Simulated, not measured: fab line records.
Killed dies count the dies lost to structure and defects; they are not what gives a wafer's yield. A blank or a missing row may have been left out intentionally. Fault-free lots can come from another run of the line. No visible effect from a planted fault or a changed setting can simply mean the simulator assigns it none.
Matching of chambers    flow n5Finfet    rieDiel-02 running N5_BEOL_M10_ETCH_65: 4 sister chambers
The step etches SiARC in CF4, target depth 39 nm, time 65 s. 8 wafers are shown with their chamber, then 12 later ones without.

## WAFERS PAIRED WITH THEIR CHAMBERS
wafer   chamber  drypumpMotorCurrentA (A)  etchRfOnTimeS (s)
L079.6  3        6.5                       68.9
L080.2  3        6.6                       69.2
L088.1  2        5.6                       65.4
L088.2  0        6.1                       62.6
L088.3  1        5.9                       68.6
L087.1  2        5.6                       66.2
L087.2  1        5.9                       69.9
L087.3  0        6.1                       63.9

## WAFERS WITHOUT THEIR CHAMBER
wafer   drypumpMotorCurrentA (A)  etchRfOnTimeS (s)
L087.4  5.9                       70.3
L087.5  5.6                       65.8
L087.6  6.1                       63.8
L089.1  5.6                       64.7
L089.3  6.1                       62.4
L089.4  6.2                       62.5
L091.3  5.9                       70.7
L091.4  6.1                       63.6
L091.6  5.6                       66.6
L093.1  5.9                       69.6
L093.4  6.6                       67.0
L093.6  5.9                       69.7

## EACH ONE'S CHAMBER
wafer   from the rows above  in truth
L087.4  1                    1
L087.5  2                    2
L087.6  0                    0
L089.1  2                    2
L089.3  0                    0
L089.4  0                    0
L091.3  1                    1
L091.4  0                    0
L091.6  2                    2
L093.1  1                    1
L093.4  3                    3
L093.6  1                    1
Correct placement for 12 of the 12. Number that these rows cannot place: 0. Placed wrongly: 0.
How it was worked out, from the rows above alone: a wafer's distance from a chamber is the root of the sum, over the readings, of the square of ((its reading less the chamber's mean) divided by the reading's scatter). If the next closest chamber is less than 2 further off than the closest, the wafer can't be placed; otherwise it belongs to the closest. A chamber's mean is the mean of its shown wafers. How the scatter is found: for the shown wafers, subtract from each reading the mean of its chamber, square and add these, divide the total by (wafers less chambers), then take the root.
